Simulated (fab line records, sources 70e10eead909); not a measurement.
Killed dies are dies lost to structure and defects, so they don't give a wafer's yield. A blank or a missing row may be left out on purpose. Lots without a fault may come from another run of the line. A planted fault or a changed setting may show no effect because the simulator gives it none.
Which tool did it? | flow nand_harc | 24 lots, 72 wafers sampled, at 2 steps of a route of 1159

WHAT THE GAUGES READ, wafer by wafer
NHARC_A_M0_CD_MEAS_09: target cd 80 nm. Usual: cd_nm 79.8 nm, standard deviation 0.6.
lot  | measured     | on        | cd_nm (nm)     | flag
L076 | day 17 23:04 | cd_sem-02 | 79.7 80.3 79.5 |
L075 | day 18 02:12 | cd_sem-02 | 79.6 79.9 81.1 |
L077 | day 18 03:32 | cd_sem-03 | 80.5 79.1 79.0 |
L080 | day 18 06:49 | cd_sem-02 | 78.8 79.5 78.6 |
L078 | day 18 13:22 | cd_sem-03 | 80.0 79.9 79.5 |
L079 | day 18 17:53 | cd_sem-03 | 80.1 78.9 79.8 |
L074 | day 19 01:59 | cd_sem-02 | 79.2 78.8 79.7 |
L081 | day 19 07:23 | cd_sem-02 | 80.5 80.1 79.9 |
L082 | day 19 11:04 | cd_sem-03 | 80.2 79.8 80.7 |
L083 | day 19 19:18 | cd_sem-02 | 79.0 79.9 80.2 |
L085 | day 19 19:43 | cd_sem-03 | 80.5 80.0 80.0 |
L084 | day 20 16:41 | cd_sem-03 | 79.2 79.5 79.8 |
L088 | day 20 22:00 | cd_sem-02 | 79.6 80.1 79.6 |
L087 | day 20 22:23 | cd_sem-03 | 81.0 80.5 80.8 |
L086 | day 21 04:29 | cd_sem-03 | 80.2 80.5 81.0 |
L089 | day 21 15:36 | cd_sem-01 | 79.3 79.6 79.5 |
L090 | day 21 23:49 | cd_sem-01 | 79.6 80.5 80.0 |
L094 | day 22 00:50 | cd_sem-01 | 80.2 79.4 79.8 |
L091 | day 22 04:26 | cd_sem-03 | 79.6 79.8 81.2 |
L092 | day 22 07:59 | cd_sem-03 | 80.3 79.2 79.1 |
L093 | day 22 08:23 | cd_sem-01 | 80.7 80.0 79.8 |
L095 | day 22 16:49 | cd_sem-01 | 80.1 80.3 80.1 |
L096 | day 22 20:28 | cd_sem-03 | 80.6 79.3 80.1 |
L097 | day 23 04:59 | cd_sem-02 | 79.9 78.7 80.5 |

WHICH TOOL RAN EACH LOT (tool, then ch and the chambers of the sampled wafers, then the start)
lot  | NHARC_A_BLC_ETCH_18
L076 | rie_diel-08 ch 1,2,3, day 17 23:04 or earlier
L075 | rie_diel-04 ch 0,1, day 18 02:12 or earlier
L077 | rie_diel-04 ch 2,3, day 18 03:32 or earlier
L080 | rie_diel-04 ch 1,2,3, day 18 06:49 or earlier
L078 | rie_diel-08 ch 0,1, day 18 13:22 or earlier
L079 | rie_diel-04 ch 0,1,2, day 18 17:53 or earlier
L074 | rie_diel-08 ch 1,2,3, day 19 01:59 or earlier
L081 | rie_diel-08 ch 1,2, day 19 07:23 or earlier
L082 | rie_diel-08 ch 1,3, day 19 11:04 or earlier
L083 | rie_diel-04 ch 0,1,3, day 19 19:18 or earlier
L085 | rie_diel-08 ch 0,1,3, day 19 19:43 or earlier
L084 | rie_diel-04 ch 0,1,2, day 20 16:41 or earlier
L088 | rie_diel-08 ch 2,3, day 20 22:00 or earlier
L087 | rie_diel-04 ch 0,2,3, day 20 22:23 or earlier
L086 | rie_diel-08 ch 0,1,2, day 21 04:29 or earlier
L089 | rie_diel-04 ch 0,1,3, day 21 15:36 or earlier
L090 | rie_diel-08 ch 0,1,2, day 21 23:49 or earlier
L094 | rie_diel-13 ch 0,1,2, day 22 00:50 or earlier
L091 | rie_diel-08 ch 2,3, day 22 04:26 or earlier
L092 | rie_diel-08 ch 1,2,3, day 22 07:59 or earlier
L093 | rie_diel-13 ch 0,3, day 22 08:23 or earlier
L095 | rie_diel-04 ch 0,2,3, day 22 16:49 or earlier
L096 | rie_diel-08 ch 0,2, day 22 20:28 or earlier
L097 | rie_diel-04 ch 0,3, day 23 04:59 or earlier
- NHARC_A_BLC_ETCH_18: etches the open film in C4F8/O2/Ar, target depth 910 nm.

WHAT THE TOOLS THEMSELVES READ (means of the sampled wafers that have a number; where no wafer has one, the mark that the record gives instead)
NHARC_A_BLC_ETCH_18. Usual: oes_product_au 0.944 a.u., standard deviation 0.022; rf_vpp_V 976 V, standard deviation 5.8.
lot  | tool        | oes_product_au (a.u.) | rf_vpp_V (V) | flag
L076 | rie_diel-08 | 0.968                 | 975          |
L075 | rie_diel-04 | 0.968                 | 978          |
L077 | rie_diel-04 | 0.918                 | 969          |
L080 | rie_diel-04 | 0.926                 | 971          |
L078 | rie_diel-08 | 0.919                 | 977          |
L079 | rie_diel-04 | 0.924                 | 977          |
L074 | rie_diel-08 | 0.964                 | 975          |
L081 | rie_diel-08 | 0.915                 | 976          |
L082 | rie_diel-08 | 0.929                 | 972          |
L083 | rie_diel-04 | 0.946                 | 977          |
L085 | rie_diel-08 | 0.928                 | 977          |
L084 | rie_diel-04 | 0.926                 | 976          |
L088 | rie_diel-08 | 0.926                 | 974          |
L087 | rie_diel-04 | 0.929                 | 973          |
L086 | rie_diel-08 | 0.920                 | 978          |
L089 | rie_diel-04 | 0.975                 | 977          |
L090 | rie_diel-08 | 0.961                 | 978          |
L094 | rie_diel-13 | 0.952                 | 983          |
L091 | rie_diel-08 | 0.957                 | 977          |
L092 | rie_diel-08 | 0.955                 | 975          |
L093 | rie_diel-13 | 0.961                 | 983          |
L095 | rie_diel-04 | 0.973                 | 974          |
L096 | rie_diel-08 | 0.947                 | 981          |
L097 | rie_diel-04 | 0.959                 | 980          |

THE ANSWER, worked out from the rows above alone
Rule: a lot is off if the mean of its wafers that have a number lies more than 3 standard deviations from the usual mean. A lot without any number at a reading at which 4 lots or more have one is off too. The other lots that the step has rows for count as sound. The gauges are gone through in route order, then the tools' own readings, and for those a lot's mean is taken as printed above. The first step at which some lot is off is used, and at that step the reading that is off furthest; a lot without a number counts as furthest.
No lot is off at any reading shown: from this, nothing can be told.

WHAT THE SIMULATOR HAD PUT IN
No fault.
